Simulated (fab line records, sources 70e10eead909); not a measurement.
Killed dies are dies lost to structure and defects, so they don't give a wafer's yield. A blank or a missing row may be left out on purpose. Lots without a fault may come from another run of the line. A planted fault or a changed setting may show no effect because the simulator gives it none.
fab line records | flow nand_harc
record lots=7 wafers=21 last_day=33
route steps=1302 shown THIN_TSV@1255 END@1302
lots that met no fault: from a run of the same line without faults
start_h: hours from the record's first day to the start of the lot's first wafer shown | wait_h: hours since the lot's step before | " the same as in the row above | L1.1+2: a row that stands for several wafers | - no value, or no start given | * or withheld: withheld | < > ~ a bound
route shown NAME@n: a module of which the file shows steps, and the number in the route of the first | usual: mean/standard deviation of fault-free wafers | same: alike in all rows | chamber/n: place in a boat | sites: the reading at each site | _std_site: their standard deviation | _edge_site: outer sites' mean less inner sites' | radius_mm: how far each site lies from the wafer's centre | mask NAME#n: copy n | behind: the tool/chamber that last shaped the wafer | hold: why the lot was held/for how many hours/how that ended | device: the transistor (n, p or np) that didn't switch | end of line: the same wafers' tests at the end of the route | a step without rows: its recipe alone | killed: dies lost to structure and defects at the first sort, not the wafer's yield | map: a wafer's dies, x killed, . not, _ none there
set.NAME: the setting as run; set.NAME@STEP: as run at that earlier step | model.NAME: the simulator's own value behind a step, which no gauge read
lots at some steps of the route; a table a step, a row a wafer
services: from which hour (start_h, from the record's first day; less than 0 if before it) a tool's chamber was out of use, for how many hours, and why
## steps
# step NHARC_THIN_TSV_EBR_08
# step NHARC_THIN_TSV_EXPOSE_09
# recipe na=0.55 dose_mj=30.7 mask_id=TSV
# step NHARC_THIN_TSV_PEB_10
# recipe peb_temp_c=118 peb_time_s=85
# step NHARC_THIN_TSV_DEVELOP_11
# recipe time_s=70
# step NHARC_THIN_TSV_CD_MEAS_12
# recipe target_cd_nm=1000 landing_energy_ev=500
# usual cd_nm=1001.1/3
# columns lot.wafer tool chamber start_h wait_h cd_nm
L599.3 cd_sem-03 0 595.80 - 999.1
L599.4 " 0 " " 996.1
L599.5 " 0 " " 998.3
L603.1 cd_sem-03 0 626.12 - 1001.3
L603.4 " 0 " " 998.3
L603.5 " 0 " " 996.0
L609.3 cd_sem-02 0 678.64 - 999.4
L609.4 " 0 " " 1001.9
L609.5 " 0 " " 1000.1
L611.1 cd_sem-01 0 687.19 - 1005.1
L611.2 " 0 " " 1003.7
L611.4 " 0 " " 1003.1
L612.3 cd_sem-03 0 710.68 - 1005.8
L612.5 " 0 " " 1004.0
L612.6 " 0 " " 1002.2
L610.2 cd_sem-02 0 715.53 - 999.9
L610.4 " 0 " " 1000.6
L610.6 " 0 " " 999.2
L619.2 cd_sem-01 0 773.06 - 1000.8
L619.5 " 0 " " 1001.6
L619.6 " 0 " " 1003.3
# step NHARC_THIN_TSV_HARDBAKE_13
# recipe temp_c=125 time_s=80
# step NHARC_THIN_TSV_DESCUM_14
# recipe time_s=3 o2_flow_sccm=200 ar_flow_sccm=0 bias_power_w=0 chemistry=O2
# usual drypump_motor_current_A=5.7/0.43 oes_product_au=1.003/0.015 rf_vpp_V=57.9/0.89 showerhead_plenum_p_Torr=1.92/0.059 throttle_valve_pct=11.312/0.0084
# columns lot.wafer tool chamber start_h wait_h drypump_motor_current_A oes_product_au rf_hours_counter_h rf_vpp_V showerhead_plenum_p_Torr throttle_valve_pct
L599.4 rie_diel-10 1 595.96 - 5.4 0.995 8.1 56.6 1.89 11.316
L599.3 " 3 " " 6.4 1.001 8.7 57.8 2.00 11.299
L599.5 " 0 " " 5.6 1.032 - 58.6 1.96 11.315
L603.1 rie_diel-10 0 626.29 - 5.6 1.018 0.8 58.4 1.96 11.297
L603.5 " 3 " " 6.4 1.024 - 60.3 2.00 11.324
L603.4 " 0 " " 5.5 1.025 - 58.4 1.96 11.310
L609.4 rie_diel-07 3 678.79 - 5.3 1.017 0.6 59.0 1.93 11.316
L609.3 " 2 " " 5.9 1.014 0.7 57.5 1.89 11.300
L609.5 " 0 " " 6.0 1.002 - 58.5 1.83 11.321
L611.2 rie_diel-10 1 687.35 - 5.4 0.987 4.0 56.2 1.89 11.314
L611.4 " 2 " " 5.7 1.004 3.0 57.2 1.84 11.296
L611.1 " 3 " " 6.4 1.014 4.6 58.5 2.00 11.320
L612.3 rie_diel-10 2 710.86 - 5.7 0.986 3.6 57.4 1.84 11.312
L612.6 " 3 " " 6.4 0.998 - 59.1 2.00 11.306
L612.5 " 0 " " 5.6 1.019 - 58.8 1.96 11.317
L610.4 rie_diel-10 1 715.68 - 5.4 0.984 5.5 57.2 1.89 11.305
L610.2 " 3 " " 6.4 1.018 5.7 58.0 2.00 11.300
L610.6 " 2 " " 5.7 0.991 - 56.8 1.84 11.316
L619.2 rie_diel-11 3 773.22 - 5.5 1.008 8.2 59.2 2.03 11.323
L619.6 " 3 " " 5.5 1.006 - 57.3 2.03 11.320
L619.5 " 0 " " 5.6 0.993 - 58.1 1.92 11.318
# step NHARC_THIN_TSV_ETCH_44
# recipe target_depth_a=15942 time_s=797.1 cf4_flow_sccm=150 o2_flow_sccm=10 ar_flow_sccm=0 rf_w=300 bias_w=800 chemistry=CF4/O2
# usual drypump_motor_current_A=5.7/0.45 oes_product_au=1.001/0.016 rf_vpp_V=795/3.2 showerhead_plenum_p_Torr=1.84/0.051 throttle_valve_pct=16.915/0.0086
# columns lot.wafer tool chamber start_h wait_h drypump_motor_current_A oes_product_au rf_hours_counter_h rf_vpp_V showerhead_plenum_p_Torr throttle_valve_pct
L599.4 rie_diel-10 0 596.04 0.1 5.6 1.036 9.0 796 1.88 16.904
L599.3 " 1 " " 5.4 0.995 8.2 792 1.81 16.904
L599.5 " 1 " " 5.4 1.009 - 793 1.81 16.912
L603.1 rie_diel-10 0 626.53 0.2 5.6 1.013 1.0 797 1.88 16.904
L603.4 " 1 " " 5.4 0.992 - 793 1.81 16.925
L603.5 " 0 " " 5.6 1.022 - 797 1.88 16.909
L609.4 rie_diel-07 0 678.99 0.2 6.0 0.995 0.8 788 1.75 16.909
L609.3 " 1 " " 5.2 0.977 0.9 793 1.82 16.903
L609.5 " 3 " " 5.4 1.014 - 795 1.84 16.912
L611.4 rie_diel-10 1 687.49 0.1 5.4 0.988 4.1 793 1.81 16.906
L611.2 " 2 " " 5.7 0.989 3.2 792 1.77 16.910
L611.1 " 3 " " 6.4 1.008 4.7 799 1.91 16.927
L612.3 rie_diel-10 1 710.98 0.1 5.4 0.981 4.8 792 1.81 16.902
L612.5 " 0 " " 5.6 1.016 - 795 1.88 16.904
L612.6 " 1 " " 5.4 0.979 - 794 1.81 16.909
L610.4 rie_diel-10 0 715.77 0.1 5.6 1.019 6.1 798 1.88 16.923
L610.2 " 2 " " 5.7 0.988 4.2 791 1.77 16.915
L610.6 " 0 " " 5.6 1.017 - 797 1.88 16.919
L619.2 rie_diel-11 3 773.42 0.2 5.5 1.017 8.3 800 1.94 16.915
L619.6 " 1 " " 4.9 0.970 - 797 1.88 16.913
L619.5 " 2 " " 6.6 0.974 - 793 1.79 16.915
# step NHARC_THIN_TSV_ETCH_15
# recipe target_depth_a=30000 bosch_target_overetch_cycles=2 bosch_etch_step_s=2.8 bosch_dep_step_s=1.2 bosch_cycles=14
# usual drypump_motor_current_A=5.8/0.43
# same bosch_cycles=14
# columns lot.wafer tool chamber start_h wait_h drypump_motor_current_A rf_hours_counter_h
L599.3 rie_si-06 0 596.61 - 5.0 1.0
L599.4 " 2 " " 6.0 1.1
L599.5 " 1 " " 6.3 -
L603.1 rie_si-05 0 627.07 - 5.8 0.9
L603.4 " 3 " " 5.8 0.9
L603.5 " 1 " " 6.0 -
L609.3 rie_si-05 1 679.45 - 6.0 0.1
L609.5 " 1 " " 5.9 -
L609.4 " 3 " " 5.8 -
L611.2 rie_si-06 2 688.01 - 6.0 0.5
L611.4 " 3 " " 5.8 0.5
L611.1 " 1 " " 6.3 0.5
L612.3 rie_si-03 1 711.51 - 5.5 0.7
L612.6 " 0 " " 4.8 -
L612.5 " 1 " " 5.5 -
L610.4 rie_si-05 2 716.34 - 6.1 0.4
L610.2 " 0 " " 5.7 0.3
L610.6 " 2 " " 6.1 -
L619.2 rie_si-05 3 773.87 - 5.8 0.8
L619.6 " 3 " " 5.8 -
L619.5 " 0 " " 5.7 -
# step NHARC_THIN_TSV_CD_MEAS_16
# usual cd_nm=1001/3.3
# columns lot.wafer tool chamber start_h wait_h cd_nm
L599.3 cd_sem-02 - 596.76 0.1 998
L599.4 " - " " 995
L599.5 " - " " 998
L603.1 cd_sem-02 - 627.21 0.1 1001
L603.4 " - " " 998
L603.5 " - " " 994
L609.3 cd_sem-02 - 679.62 0.2 998
L609.4 " - " " 1000
L609.5 " - " " 1000
L611.1 cd_sem-01 - 688.15 0.1 1004
L611.2 " - " " 1003
L611.4 " - " " 1003
L612.3 cd_sem-03 - 711.64 0.1 1005
L612.5 " - " " 1004
L612.6 " - " " 1001
L610.2 cd_sem-02 - 716.48 0.1 999
L610.4 " - " " 1000
L610.6 " - " " 998
L619.2 cd_sem-02 - 774.02 0.1 1001
L619.5 " - " " 1001
L619.6 " - " " 1002
# step NHARC_THIN_TSV_STRIP_45
# recipe power_w=1500 temp_c=250 chemistry=O2
# usual drypump_motor_current_A=6.0/0.37 heater_power_w=316/23
# columns lot.wafer tool chamber start_h wait_h drypump_motor_current_A heater_power_w rf_hours_counter_h
L599.4 plasma_asher-02 0 596.92 0.2 6.4 343 -
L599.3 " 1 " " 5.5 276 -
L599.5 " 0 " " 6.4 335 -
L603.1 plasma_asher-02 1 627.28 0.1 5.5 279 3
L603.4 " 0 " " 6.4 330 -
L603.5 " 0 " " 6.4 326 -
L609.3 plasma_asher-02 1 679.78 0.2 5.5 286 -
L609.4 " 0 " " 6.4 328 -
L609.5 " 0 " " 6.4 324 -
L611.1 plasma_asher-02 0 688.22 0.1 6.4 324 16
L611.2 " 1 " " 5.5 277 16
L611.4 " 1 " " 5.5 283 -
L612.3 plasma_asher-01 1 711.81 0.2 5.7 317 -
L612.5 " 1 " " 5.7 330 -
L612.6 " 0 " " 6.2 328 -
L610.2 plasma_asher-01 0 716.60 0.1 6.2 329 3
L610.4 " 0 " " 6.2 332 -
L610.6 " 0 " " 6.2 331 -
L619.2 plasma_asher-01 0 774.09 0.1 6.2 327 14
L619.6 " 0 " " 6.2 330 -
L619.5 " 1 " " 5.7 322 -
# step NHARC_THIN_TSV_STRIP_46
# recipe time_s=1200 temp_c=72.5 chemistry=post_etch_residue_remover
# step NHARC_THIN_TSV_DEP_47
# recipe target_thk_a=2000 temp_c=withheld pressure_torr=6.5 rf_w=900 teos_flow_sccm=161.4 flow_sccm=2650 target_thk_nm=200 gas=O2 material=SiO2
# usual chamber_pressure_Torr=6.501/0.016 flow_sccm=2649/7.5 throttle_valve_pct=15.9/0.61
# columns lot.wafer tool chamber start_h wait_h chamber_pressure_Torr flow_sccm throttle_valve_pct
L599.3 pecvd-04 0 597.73 - 6.501 2655 16.7
L599.4 " 2 " " 6.486 2646 14.8
L599.5 " 1 " " 6.504 2652 16.0
L603.1 pecvd-04 1 628.15 - 6.512 2638 16.3
L603.4 " 1 " " 6.509 2647 16.0
L603.5 " 2 " " 6.511 2644 14.6
L609.3 pecvd-02 1 680.48 - - - -
L609.4 " 1 " " - - -
L609.5 " 0 " " - - -
L611.2 pecvd-04 1 689.03 - - - -
L611.1 " 2 " " - - -
L611.4 " 2 " " - - -
L612.3 pecvd-02 2 712.52 - - - -
L612.5 " 0 " " - - -
L612.6 " 1 " " - - -
L610.2 pecvd-02 0 717.39 - 6.459 2650 16.3
L610.6 " 0 " " 6.489 2649 16.1
L610.4 " 1 " " 6.489 2652 16.2
L619.2 pecvd-04 2 774.98 - 6.507 2647 15.4
L619.6 " 0 " " 6.473 2656 16.3
L619.5 " 1 " " 6.508 2653 15.6
# step NHARC_THIN_TSV_ETCHBACK_48
# recipe target_depth_a=10285 over_etch_frac=0.3 time_s=405.17 ion_energy_ev=250 c4f8_flow_sccm=withheld ar_flow_sccm=withheld rf_w=600 bias_w=300 chemistry=C4F8/Ar
# usual oes_product_au=0.95/0.038 rf_vpp_V=547.3/2.3
# columns lot.wafer tool chamber start_h wait_h oes_product_au rf_hours_counter_h rf_vpp_V
L599.3 rie_diel-11 0 598.11 - 0.99 9 548.4
L599.4 " 2 " " 0.99 7 545.9
L599.5 " 0 " " 1.00 - 548.6
L603.4 rie_diel-11 0 628.51 - 1.03 1 549.4
L603.1 " 3 " " 1.00 1 550.3
L603.5 " 0 " " 1.02 - 546.2
L609.4 rie_diel-10 3 680.88 0.2 0.93 4 550.2
L609.3 " 1 " " 0.91 4 547.3
L609.5 " 3 " " 0.93 - 548.0
L611.2 rie_diel-07 3 689.46 0.4 0.94 2 547.1
L611.1 " 0 " " 0.92 2 543.3
L611.4 " 1 " " 0.92 2 546.2
L612.3 rie_diel-07 0 713.02 0.5 0.94 3 544.4
L612.5 " 1 " " 0.91 - 546.9
L612.6 " 3 " " 0.93 - 547.7
L610.2 rie_diel-07 0 717.85 - 0.92 4 544.1
L610.6 " 1 " " 0.92 - 546.5
L610.4 " 0 " " 0.93 - 544.1
L619.2 rie_diel-11 2 775.36 - 0.91 10 545.1
L619.5 " 0 " " 0.93 - 545.6
L619.6 " 1 " " 0.90 - 548.9
# step NHARC_END_SORT_01
# recipe temp_c=25
# usual defect_limited_yield=89.9/2.9 killed_at_array=64/20 killed_at_other=0.7/1.1 killed_at_periphery=3.6/2.7 killed_dies=68/20 killed_open=2.8/1.9 killed_short=2.3/1.5
# same gross_dies=677
# columns lot.wafer tool chamber start_h wait_h hold defect_limited_yield[%] killed_at_array killed_at_other killed_at_periphery killed_dies killed_open killed_short
L599.3 prober-02 0 612.44 3.1 - 90.4 58 0 7 65 3 2
L599.4 prober-02 0 613.25 3.4 - 91.6 48 0 9 57 4 4
L599.5 prober-02 0 614.06 3.7 - 91.4 53 0 5 58 3 2
L603.1 prober-02 0 645.55 2.5 - 86.4 90 1 1 92 3 3
L603.4 prober-02 0 647.98 3.4 - 87.9 81 0 1 82 1 1
L603.5 prober-02 0 648.79 3.7 - 87.0 85 1 2 88 8 2
L609.3 prober-01 0 698.24 3.1 await_dispo/9.1h/scrap 0 48 621 8 677 7 2
L609.4 prober-01 0 699.04 3.4 await_dispo/9.1h/scrap 0 52 611 14 677 5 4
L609.5 prober-01 0 699.85 3.7 await_dispo/9.1h/scrap 0 43 628 6 677 6 1
L612.3 prober-01 0 727.24 3.1 await_dispo/2.1h/scrap 0 71 601 5 677 4 0
L612.5 prober-01 0 728.83 3.7 await_dispo/2.1h/scrap 0 77 594 6 677 3 3
L612.6 prober-01 0 729.62 4.0 await_dispo/2.1h/scrap 0 74 598 5 677 0 1
L610.2 prober-02 0 731.44 2.8 - 88.8 74 0 2 76 1 2
L610.4 prober-02 0 733.04 3.4 - 87.4 84 0 1 85 3 1
L610.6 prober-02 0 734.65 4.0 - 87.6 84 0 0 84 3 3
L619.2 prober-01 0 793.43 2.8 - 92.9 42 0 6 48 5 5
L619.5 prober-01 0 795.82 3.7 - 93.4 41 1 3 45 0 4
L619.6 prober-01 0 796.61 4.0 - 91.1 54 2 4 60 4 0
# killed by level:class
L599.3 A_CHANNEL_HOLE_D2:chamber_film_flake=36 A_STAIRCASE:chamber_film_flake=7 A_CHANNEL_HOLE_D1:chamber_film_flake=5 P_ZERO_WELL:chamber_film_flake=3 A_SGD_CUT:chamber_film_flake=3 P_GATE:chamber_film_flake=2 A_CONTACT:chamber_film_flake=2 P_CONTACT:geometric_particle:short=1
L599.4 A_CHANNEL_HOLE_D2:chamber_film_flake=33 P_ZERO_WELL:chamber_film_flake=5 A_CHANNEL_HOLE_D1:chamber_film_flake=3 A_STAIRCASE:chamber_film_flake=2 A_CONTACT:chamber_film_flake=2 P_M0:geometric_particle:short=1 P_M1:geometric_particle:open=1 A_ONON_D1:geometric_particle:short=1
L599.5 A_CHANNEL_HOLE_D2:chamber_film_flake=29 A_STAIRCASE:chamber_film_flake=5 A_SGD_CUT:chamber_film_flake=4 A_M1:chamber_film_flake=4 P_ZERO_WELL:chamber_film_flake=3 A_CHANNEL_HOLE_D1:chamber_film_flake=3 A_CHANNEL_HOLE_D1:geometric_particle:short=1 A_DECK1_JOINT:geometric_particle:open=1
L603.1 A_CHANNEL_HOLE_D1:chamber_film_flake=35 A_SLIT:chamber_film_flake=33 A_CHANNEL_HOLE_D2:chamber_film_flake=10 A_CONTACT:chamber_film_flake=3 A_SOURCE_PLATE:geometric_particle:open=1 A_ONON_D2:geometric_particle:short=1 A_CHANNEL_FILL_D2:geometric_particle:open=1 A_CHANNEL_FILL_D2:geometric_particle:short=1
L603.4 A_CHANNEL_HOLE_D1:chamber_film_flake=41 A_SLIT:chamber_film_flake=27 A_CHANNEL_HOLE_D2:chamber_film_flake=6 A_CONTACT:chamber_film_flake=3 A_ONON_D1:geometric_particle:short=1 A_BLC:geometric_particle:open=1 P_ZERO_WELL:chamber_film_flake=1 A_CHANNEL_FILL_D1:chamber_film_flake=1
L603.5 A_CHANNEL_HOLE_D1:chamber_film_flake=30 A_SLIT:chamber_film_flake=27 A_CHANNEL_HOLE_D2:chamber_film_flake=7 A_CONTACT:chamber_film_flake=4 A_CHANNEL_FILL_D2:chamber_film_flake=3 A_STAIRCASE:chamber_film_flake=3 A_M0:geometric_particle:open=2 P_M0:geometric_particle:open=1
L609.3 THIN_TSV:area_dep=621 A_CHANNEL_HOLE_D1:chamber_film_flake=31 A_STAIRCASE:chamber_film_flake=6 P_CONTACT:chamber_film_flake=3 P_CONTACT:geometric_particle:open=2 P_ZERO_WELL:chamber_film_flake=2 A_CONTACT:chamber_film_flake=2 A_ONON_D1:geometric_particle:open=1
L609.4 THIN_TSV:area_dep=611 A_CHANNEL_HOLE_D1:chamber_film_flake=29 P_CONTACT:chamber_film_flake=6 A_SLIT:chamber_film_flake=5 P_STI:chamber_film_flake=4 A_SOURCE_PLATE:geometric_particle:open=2 P_M2:chamber_film_flake=2 A_STAIRCASE:chamber_film_flake=2
L609.5 THIN_TSV:area_dep=628 A_CHANNEL_HOLE_D1:chamber_film_flake=32 P_ZERO_WELL:chamber_film_flake=3 A_STAIRCASE:chamber_film_flake=2 P_STI:chamber_film_flake=2 A_SOURCE_PLATE:geometric_particle:open=1 A_CHANNEL_HOLE_D1:geometric_particle:short=1 A_CHANNEL_FILL_D1:geometric_particle:open=1
L612.3 THIN_TSV:area_dep=601 A_CHANNEL_HOLE_D1:chamber_film_flake=35 A_SLIT:chamber_film_flake=29 A_CHANNEL_HOLE_D2:geometric_particle:open=2 P_CONTACT:chamber_film_flake=2 A_STAIRCASE:chamber_film_flake=2 P_M1:geometric_particle:open=1 A_CHANNEL_FILL_D1:geometric_particle:open=1
L612.5 THIN_TSV:area_dep=594 A_SLIT:chamber_film_flake=31 A_CHANNEL_HOLE_D1:chamber_film_flake=30 A_CONTACT:chamber_film_flake=7 P_STI:chamber_film_flake=4 A_STAIRCASE:chamber_film_flake=4 A_ONON_D2:geometric_particle:open=2 P_STI:geometric_particle:short=1
L612.6 THIN_TSV:area_dep=598 A_CHANNEL_HOLE_D1:chamber_film_flake=33 A_SLIT:chamber_film_flake=28 A_CONTACT:chamber_film_flake=9 P_GATE:chamber_film_flake=3 P_STI:chamber_film_flake=2 A_STAIRCASE:chamber_film_flake=2 A_CHANNEL_FILL_D2:geometric_particle:short=1
L610.2 A_CHANNEL_HOLE_D1:chamber_film_flake=30 A_CHANNEL_HOLE_D2:chamber_film_flake=22 A_CONTACT:chamber_film_flake=6 A_SGD_CUT:chamber_film_flake=4 A_SLIT:chamber_film_flake=3 A_STAIRCASE:chamber_film_flake=3 A_ZERO_WELL:chamber_film_flake=2 A_DECK1_JOINT:chamber_film_flake=2
L610.4 A_CHANNEL_HOLE_D1:chamber_film_flake=36 A_CHANNEL_HOLE_D2:chamber_film_flake=24 A_CONTACT:chamber_film_flake=9 A_STAIRCASE:chamber_film_flake=6 A_SGD_CUT:chamber_film_flake=4 P_CONTACT:geometric_particle:open=1 A_CHANNEL_FILL_D2:geometric_particle:short=1 A_CHANNEL_FILL_D2:geometric_particle:open=1
L610.6 A_CHANNEL_HOLE_D1:chamber_film_flake=36 A_CHANNEL_HOLE_D2:chamber_film_flake=20 A_CONTACT:chamber_film_flake=10 A_SLIT:chamber_film_flake=6 A_DECK1_JOINT:geometric_particle:open=3 A_STAIRCASE:chamber_film_flake=3 A_SGD_CUT:chamber_film_flake=2 A_ONON_D2:geometric_particle:short=1
L619.2 A_SLIT:chamber_film_flake=29 P_M2:chamber_film_flake=3 A_CHANNEL_FILL_D1:geometric_particle:open=2 A_CONTACT:chamber_film_flake=2 P_STI:geometric_particle:short=1 P_CONTACT:geometric_particle:short=1 P_M1:geometric_particle:short=1 A_SOURCE_PLATE:geometric_particle:short=1
L619.5 A_SLIT:chamber_film_flake=33 A_CONTACT:chamber_film_flake=4 P_M2:chamber_film_flake=2 P_M0:geometric_particle:short=1 A_STAIRCASE:geometric_particle:short=1 A_WL_FILL:geometric_particle:short=1 STARTING-WAFER:geometric_particle:short=1 A_CHANNEL_HOLE_D2:chamber_film_flake=1
L619.6 A_SLIT:chamber_film_flake=38 A_CONTACT:chamber_film_flake=6 A_WL_FILL:geometric_particle:open=2 P_M2:chamber_film_flake=2 A_CHANNEL_FILL_D1:chamber_film_flake=2 A_M1:chamber_film_flake=2 THIN_TSV:chamber_film_flake=2 P_M0:geometric_particle:open=1
# map L609.3 (x killed, . not)
____________x____________
_________xxxxxxx_________
_______xxxxxxxxxxx_______
______xxxxxxxxxxxxx______
_____xxxxxxxxxxxxxxx_____
____xxxxxxxxxxxxxxxxx____
____xxxxxxxxxxxxxxxxx____
___xxxxxxxxxxxxxxxxxxx___
___xxxxxxxxxxxxxxxxxxx___
__xxxxxxxxxxxxxxxxxxxxx__
__xxxxxxxxxxxxxxxxxxxxx__
_xxxxxxxxxxxxxxxxxxxxxxx_
_xxxxxxxxxxxxxxxxxxxxxxx_
_xxxxxxxxxxxxxxxxxxxxxxx_
_xxxxxxxxxxxxxxxxxxxxxxx_
_xxxxxxxxxxxxxxxxxxxxxxx_
xxxxxxxxxxxxxxxxxxxxxxxxx
xxxxxxxxxxxxxxxxxxxxxxxxx
xxxxxxxxxxxxxxxxxxxxxxxxx
xxxxxxxxxxxxxxxxxxxxxxxxx
xxxxxxxxxxxxxxxxxxxxxxxxx
_xxxxxxxxxxxxxxxxxxxxxxx_
_xxxxxxxxxxxxxxxxxxxxxxx_
_xxxxxxxxxxxxxxxxxxxxxxx_
_xxxxxxxxxxxxxxxxxxxxxxx_
_xxxxxxxxxxxxxxxxxxxxxxx_
__xxxxxxxxxxxxxxxxxxxxx__
__xxxxxxxxxxxxxxxxxxxxx__
___xxxxxxxxxxxxxxxxxxx___
___xxxxxxxxxxxxxxxxxxx___
____xxxxxxxxxxxxxxxxx____
____xxxxxxxxxxxxxxxxx____
_____xxxxxxxxxxxxxxx_____
______xxxxxxxxxxxxx______
_______xxxxxxxxxxx_______
_________xxxxxxx_________
____________x____________
# map L612.3 (x killed, . not)
____________x____________
_________xxxxxxx_________
_______xxxxxxxxxxx_______
______xxxxxxxxxxxxx______
_____xxxxxxxxxxxxxxx_____
____xxxxxxxxxxxxxxxxx____
____xxxxxxxxxxxxxxxxx____
___xxxxxxxxxxxxxxxxxxx___
___xxxxxxxxxxxxxxxxxxx___
__xxxxxxxxxxxxxxxxxxxxx__
__xxxxxxxxxxxxxxxxxxxxx__
_xxxxxxxxxxxxxxxxxxxxxxx_
_xxxxxxxxxxxxxxxxxxxxxxx_
_xxxxxxxxxxxxxxxxxxxxxxx_
_xxxxxxxxxxxxxxxxxxxxxxx_
_xxxxxxxxxxxxxxxxxxxxxxx_
xxxxxxxxxxxxxxxxxxxxxxxxx
xxxxxxxxxxxxxxxxxxxxxxxxx
xxxxxxxxxxxxxxxxxxxxxxxxx
xxxxxxxxxxxxxxxxxxxxxxxxx
xxxxxxxxxxxxxxxxxxxxxxxxx
_xxxxxxxxxxxxxxxxxxxxxxx_
_xxxxxxxxxxxxxxxxxxxxxxx_
_xxxxxxxxxxxxxxxxxxxxxxx_
_xxxxxxxxxxxxxxxxxxxxxxx_
_xxxxxxxxxxxxxxxxxxxxxxx_
__xxxxxxxxxxxxxxxxxxxxx__
__xxxxxxxxxxxxxxxxxxxxx__
___xxxxxxxxxxxxxxxxxxx___
___xxxxxxxxxxxxxxxxxxx___
____xxxxxxxxxxxxxxxxx____
____xxxxxxxxxxxxxxxxx____
_____xxxxxxxxxxxxxxx_____
______xxxxxxxxxxxxx______
_______xxxxxxxxxxx_______
_________xxxxxxx_________
____________x____________
## services
# columns tool chamber start_h hours kind
pecvd-04 2 583.16 2.0 repair
rie_diel-10 3 585.46 3.2 repair
pecvd-02 - 589.10 13.0 pm
rie_diel-11 3 593.15 1.6 repair
rie_diel-10 - 596.50 9.0 pm
rie_si-06 - 603.00 9.0 pm
plasma_asher-02 - 603.37 9.0 pm
rie_diel-11 - 609.50 9.0 pm
plasma_asher-02 - 618.41 0.4 repair
rie_diel-10 2 621.59 7.9 repair
pecvd-04 - 631.27 13.0 pm
rie_diel-07 - 648.20 9.0 pm
rie_si-05 - 659.00 9.0 pm
plasma_asher-02 - 673.09 0.9 repair
pecvd-02 - 678.61 0.7 repair
rie_si-05 0 678.75 1.1 repair
rie_si-06 2 690.95 1.8 repair
rie_si-05 1 692.64 7.2 repair
plasma_asher-01 - 696.08 9.0 pm
rie_diel-07 2 702.83 16.4 repair
rie_diel-11 3 708.37 4.5 repair
rie_diel-10 3 716.70 12.4 repair
pecvd-02 - 770.17 13.0 pm
rie_diel-10 - 773.50 9.0 pm
## key
first_sign step=NHARC_THIN_TSV_DEP_47 reading=tool_record direction=missing
effect step=NHARC_END_SORT_01 reading=killed_at_other direction=up sigmas=99+ usual=0.7 struck=608.8
more_kills_born_at NHARC_THIN_TSV_DEP_47@pecvd-02=3653
met_at NHARC_THIN_TSV_DEP_47
struck_wafers L609.3,L609.4,L609.5,L611.1,L611.2,L611.4,L612.3,L612.5,L612.6
later_rows_left_out L609.3,L609.4,L609.5,L611.1,L611.2,L611.4,L612.3,L612.5,L612.6
sort_left_out L611.1,L611.2,L611.4
onset_between 628.15 680.48
fault kind=skipped_step_whole tool=pecvd-02,pecvd-04 chamber=- onset_h=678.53 steps=NHARC_THIN_TSV_DEP_47 scope=struck_lots_only
# sort_left_out: the simulated sort isn't trusted on such a fault, so these wafers' sort isn't shown, and their yield isn't known
# later_rows_left_out: the simulator's readings of these wafers behind a module that went badly wrong aren't trusted and aren't shown, but for the sort
